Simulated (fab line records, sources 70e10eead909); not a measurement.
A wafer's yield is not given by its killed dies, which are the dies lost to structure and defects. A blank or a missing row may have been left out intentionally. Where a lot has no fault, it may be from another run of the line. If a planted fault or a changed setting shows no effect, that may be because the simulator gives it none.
Matching of chambers / flow nandHarc / 4 sister chambers for NHARC_P_BONDPAD_ACTIVATE_29 on rieDiel-05
The step chemistry N2, time 60 s. 14 wafers are shown with their chamber, then 7 later ones without.

WAFERS, EACH WITH ITS CHAMBER
wafer=L871.2; chamber=2; drypumpMotorCurrentA (A)=5.9; oesProductAu (a.u.)=1.012; rfVppV (V)=66.0
wafer=L871.3; chamber=3; drypumpMotorCurrentA (A)=5.4; oesProductAu (a.u.)=1.009; rfVppV (V)=64.6
wafer=L871.5; chamber=0; drypumpMotorCurrentA (A)=6.1; oesProductAu (a.u.)=0.996; rfVppV (V)=65.4
wafer=L872.1; chamber=1; drypumpMotorCurrentA (A)=6.2; oesProductAu (a.u.)=1.016; rfVppV (V)=63.2
wafer=L872.2; chamber=0; drypumpMotorCurrentA (A)=6.1; oesProductAu (a.u.)=0.997; rfVppV (V)=63.8
wafer=L872.4; chamber=2; drypumpMotorCurrentA (A)=5.9; oesProductAu (a.u.)=1.009; rfVppV (V)=64.3
wafer=L875.2; chamber=3; drypumpMotorCurrentA (A)=5.4; oesProductAu (a.u.)=1.008; rfVppV (V)=65.5
wafer=L875.4; chamber=3; drypumpMotorCurrentA (A)=5.4; oesProductAu (a.u.)=1.001; rfVppV (V)=65.2
wafer=L875.6; chamber=2; drypumpMotorCurrentA (A)=5.9; oesProductAu (a.u.)=1.003; rfVppV (V)=62.7
wafer=L878.2; chamber=1; drypumpMotorCurrentA (A)=6.1; oesProductAu (a.u.)=1.003; rfVppV (V)=63.8
wafer=L878.5; chamber=2; drypumpMotorCurrentA (A)=5.9; oesProductAu (a.u.)=1.001; rfVppV (V)=66.6
wafer=L878.6; chamber=1; drypumpMotorCurrentA (A)=6.2; oesProductAu (a.u.)=1.003; rfVppV (V)=63.9
wafer=L881.2; chamber=0; drypumpMotorCurrentA (A)=6.1; oesProductAu (a.u.)=0.996; rfVppV (V)=65.2
wafer=L881.3; chamber=3; drypumpMotorCurrentA (A)=5.4; oesProductAu (a.u.)=1.017; rfVppV (V)=65.3

SIGNATURES (means of the wafers above)
reading=drypumpMotorCurrentA; chamber 0=6.100; chamber 1=6.167; chamber 2=5.900; chamber 3=5.400; scatter within a chamber=0.0258
reading=oesProductAu; chamber 0=0.99633; chamber 1=1.00733; chamber 2=1.00625; chamber 3=1.00875; scatter within a chamber=0.00566
reading=rfVppV; chamber 0=64.800; chamber 1=63.633; chamber 2=64.900; chamber 3=65.150; scatter within a chamber=1.08
Rule: for a wafer and a chamber, the distance is found by dividing, reading by reading, the gap between the wafer's reading and the chamber's mean by the reading's scatter, squaring, summing and taking the root. If the next closest chamber is less than 2 further off than the closest, the wafer can't be placed; otherwise it belongs to the closest. The scatter: take each reading less its chamber's mean, square it, sum over the shown wafers, divide by the number of wafers less the number of chambers, and take the root.

WAFERS WITH NO CHAMBER GIVEN
wafer=L881.5; drypumpMotorCurrentA (A)=5.3; oesProductAu (a.u.)=1.008; rfVppV (V)=64.5
wafer=L882.2; drypumpMotorCurrentA (A)=5.9; oesProductAu (a.u.)=0.986; rfVppV (V)=65.8
wafer=L882.3; drypumpMotorCurrentA (A)=6.1; oesProductAu (a.u.)=0.985; rfVppV (V)=64.5
wafer=L882.6; drypumpMotorCurrentA (A)=6.2; oesProductAu (a.u.)=1.014; rfVppV (V)=63.2
wafer=L890.1; drypumpMotorCurrentA (A)=5.4; oesProductAu (a.u.)=1.007; rfVppV (V)=64.9
wafer=L890.2; drypumpMotorCurrentA (A)=5.8; oesProductAu (a.u.)=0.990; rfVppV (V)=64.8
wafer=L890.5; drypumpMotorCurrentA (A)=5.9; oesProductAu (a.u.)=0.993; rfVppV (V)=64.9

THE CHAMBER EACH PASSED THROUGH
wafer=L881.5; from the rows above=3; in truth=3
wafer=L882.2; from the rows above=2; in truth=2
wafer=L882.3; from the rows above=0; in truth=0
wafer=L882.6; from the rows above=1; in truth=1
wafer=L890.1; from the rows above=3; in truth=3
wafer=L890.2; from the rows above=2; in truth=2
wafer=L890.5; from the rows above=2; in truth=2
Correctly placed: 7 of 7. Not placeable from these rows: 0. Number placed wrongly: 0.
